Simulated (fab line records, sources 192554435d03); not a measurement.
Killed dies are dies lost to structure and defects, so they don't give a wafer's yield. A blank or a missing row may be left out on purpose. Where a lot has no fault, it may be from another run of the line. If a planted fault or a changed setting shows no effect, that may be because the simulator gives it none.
Struck lot and sound lot, side by side	flow n5Finfet	18 steps out of a route of 1938
Sound: wafers L369.1, L369.2, L369.5. Struck: wafer L365.1; the same lot's L365.5 was not struck, so it is left out; see the end for the cause.
Order at every step that has rows: each side's tool, ch and its chambers, its first start. Under that, the readings that differ: sound wafers	struck wafers	difference of the means	sigmas: that difference in standard deviations of wafers without a fault.
alike: words and numbers the same on both sides, and readings whose means are apart by under 2 such deviations; not compared: readings that were withheld, readings missing a value for some wafer, numbers with overlapping values and no deviation given by the record, and bounds like >300 which may hide the same value.
The two part at a step that has a row with sigmas, a row that says differs or no value, or rows on one side only. Numbers that have no deviation but don't overlap get no sigmas and don't part them. Lack of a reading on every wafer of one side parts them only where that side has two or more wafers.

first, 6 steps without rows for these wafers: N5_BEOL_M6_COAT_22 (resist thk 30 nm); N5_BEOL_M6_EBR_24; N5_BEOL_M6_SOFTBAKE_23 (time 60 s); N5_BEOL_M6_EXPOSE_25 (exposes mask V5, target cd 40 nm); N5_BEOL_M6_PEB_26 (peb time 60 s); N5_BEOL_M6_DEVELOP_27 (develop time 30 s).
N5_BEOL_M6_CD_MEAS_28: the cd target is 40 nm.
  sound on cdSem-01 ch 0, day 12 19:58; struck on cdSem-03 ch 0, day 11 18:05
  alike: cdNm
N5_BEOL_M6_OVL_MEAS_29:
  sound on overlay-02 ch 0, day 12 19:59; struck on overlay-01 ch 0, day 11 18:07
reading	sound	struck	difference	sigmas
V5_OVL (nm)	-1.1 -0.1 -1.0	0.7	+1.4	+2
N5_BEOL_M6_INSPECT_30: inspects for defects (brightfield).
  sound on defectInspect-01, day 12 20:03; struck on defectInspect-02, day 11 18:10
  alike: rawDefectCount
N5_BEOL_M6_DESCUM_33: chemistry O2, time 7 s.
  sound on rieDiel-05 ch 0,1,2, day 12 20:13; struck on rieDiel-03 ch 3, day 11 18:12
reading	sound	struck	difference	sigmas
biasPowerW (W)	19.99 19.92 20.03	20.12	+0.14	+2
  alike: drypumpMotorCurrentA, oesProductAu, rfVppV, showerheadPlenumPTorr, throttleValvePct
  not compared: rfHoursCounterH
N5_BEOL_M6_ETCH_72: etches underlayer in N2/H2, target depth 6.5 nm, time 5.2 s.
  sound on rieDiel-05 ch 0,1,2, day 12 20:16; struck on rieDiel-03 ch 3, day 11 18:14
  alike: biasW, drypumpMotorCurrentA, etchRfOnTimeS, oesProductAu, rfVppV, showerheadPlenumPTorr, throttleValvePct
  not compared: rfHoursCounterH
N5_BEOL_M6_ETCH_65: etches SiARC in CF4, target depth 15.6 nm, time 26 s.
  sound on rieDiel-05 ch 0,1,2, day 12 20:16; struck on rieDiel-03 ch 3, day 11 18:15
  alike: biasW, drypumpMotorCurrentA, etchRfOnTimeS, oesProductAu, rfVppV, showerheadPlenumPTorr, throttleValvePct
  not compared: rfHoursCounterH
N5_BEOL_M6_ETCH_66: etches SOC in N2/H2, target depth 80 nm, overetch 16 nm, time 120 s.
  sound on rieDiel-05 ch 0,1,2, day 12 20:18; struck on rieDiel-03 ch 3, day 11 18:17
reading	sound	struck	difference	sigmas
model.SiARC_of_BEOL_M6_COAT_64.thkNm (nm)	6.6 6.6 6.6	7.4	+0.8	
model.BEOL_M6.cdNm (nm)	40.2 40.2 40.4	39.6	-0.7	
  alike: biasW, drypumpMotorCurrentA, oesProductAu, rfVppV, showerheadPlenumPTorr, throttleValvePct
  not compared: rfHoursCounterH
then, 2 steps without rows for these wafers: N5_BEOL_M6_STRIP_69 (strips in N2/H2); N5_BEOL_M6_STRIP_73 (strips in N2/H2).
N5_BEOL_M6_VIA_ETCH_34: etches SiCOH lowk in C4F6/O2, target depth 126.3 nm, time 50.9 s.
  sound on rieDiel-05 ch 0,1,2, day 12 20:24; struck on rieDiel-03 ch 3, day 11 18:23
reading	sound	struck	difference	sigmas
model.BEOL_M6.cdNm (nm)	40.2 40.4 40.4	39.8	-0.5	
  alike: biasW, drypumpMotorCurrentA, oesProductAu, rfVppV, showerheadPlenumPTorr, throttleValvePct
  not compared: rfHoursCounterH
then, 1 step without rows for these wafers: N5_BEOL_M6_STRIP_76 (strips in C4F6/O2).
-- record jumps: 4 days separate the struck wafers' starts on either side; left off in module BEOL_M6, taken up again in module PASSIVATION, whose first shown step is the route's number 1936 --
N5_PASSIVATION_PROBE_49:
  sound on prober-01, day 16 13:38; struck on prober-02, day 15 09:59
  alike: defectLimitedYield, killed_at_M0_to_M3, killed_at_M4_up, killedAtContacts, killedAtFrontEnd, killedAtOther, killedDies, killedOpen, killedShort, sort_bin_5_function, sort_bin_6_memory, sortNPass, sortYieldPct

WHERE THEY PART
Last at N5_BEOL_M6_DESCUM_33 as far as this record goes, first at N5_BEOL_M6_OVL_MEAS_29. Later steps at which nothing parts them and some readings are alike: N5_BEOL_M6_ETCH_72, N5_BEOL_M6_ETCH_65, N5_BEOL_M6_ETCH_66, N5_BEOL_M6_VIA_ETCH_34, N5_PASSIVATION_PROBE_49.

WHY: what the simulator had put in
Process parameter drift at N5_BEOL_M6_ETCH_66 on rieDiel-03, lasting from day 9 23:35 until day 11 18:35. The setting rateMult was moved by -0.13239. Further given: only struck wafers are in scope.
